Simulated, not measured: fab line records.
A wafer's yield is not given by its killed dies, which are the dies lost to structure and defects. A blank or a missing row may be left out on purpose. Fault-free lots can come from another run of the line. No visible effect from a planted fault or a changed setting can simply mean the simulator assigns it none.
Matching of chambers || flow nand-harc || 3 sister chambers for NHARC_A_M1_PRE_CLEAN_32 on pecvd-04
The step time 12 s. 3 wafers are shown with their chamber, then 7 later ones without.

## EACH WAFER AND ITS CHAMBER
{"wafer": "L976.5", "chamber": 2, "heater-power-w (W)": 539}
{"wafer": "L977.1", "chamber": 1, "heater-power-w (W)": 762}
{"wafer": "L977.2", "chamber": 0, "heater-power-w (W)": 516}

## WAFERS WITH NO CHAMBER GIVEN
{"wafer": "L977.3", "heater-power-w (W)": 600}
{"wafer": "L979.1", "heater-power-w (W)": 801}
{"wafer": "L979.2", "heater-power-w (W)": 510}
{"wafer": "L979.6", "heater-power-w (W)": 520}
{"wafer": "L981.1", "heater-power-w (W)": 546}
{"wafer": "L981.3", "heater-power-w (W)": 477}
{"wafer": "L981.6", "heater-power-w (W)": 787}

## CHAMBER TAKEN BY EACH
{"wafer": "L977.3", "from the rows above": "can't be placed: 2 or 0", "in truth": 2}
{"wafer": "L979.1", "from the rows above": 1, "in truth": 1}
{"wafer": "L979.2", "from the rows above": "can't be placed: 0 or 2", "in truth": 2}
{"wafer": "L979.6", "from the rows above": "can't be placed: 0 or 2", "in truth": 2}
{"wafer": "L981.1", "from the rows above": "can't be placed: 2 or 0", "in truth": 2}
{"wafer": "L981.3", "from the rows above": "can't be placed: 0 or 2", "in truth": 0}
{"wafer": "L981.6", "from the rows above": 1, "in truth": 1}
2 of 7 placed correctly. Cannot be placed on the basis of these rows: 5; the candidates contain the true chamber in 5. Placed wrongly: 0.
How it was worked out, from the rows above alone: a wafer's distance from a chamber is the root of the sum, over the readings, of the square of ((its reading less the chamber's mean) divided by the reading's scatter). If the next closest chamber is less than 2 further off than the closest, the wafer can't be placed; otherwise it belongs to the closest. The mean given for a chamber averages the wafers shown for that chamber. The scatter: root of mean squared gap, hidden wafer to nearest shown wafer, with one shown wafer a chamber.
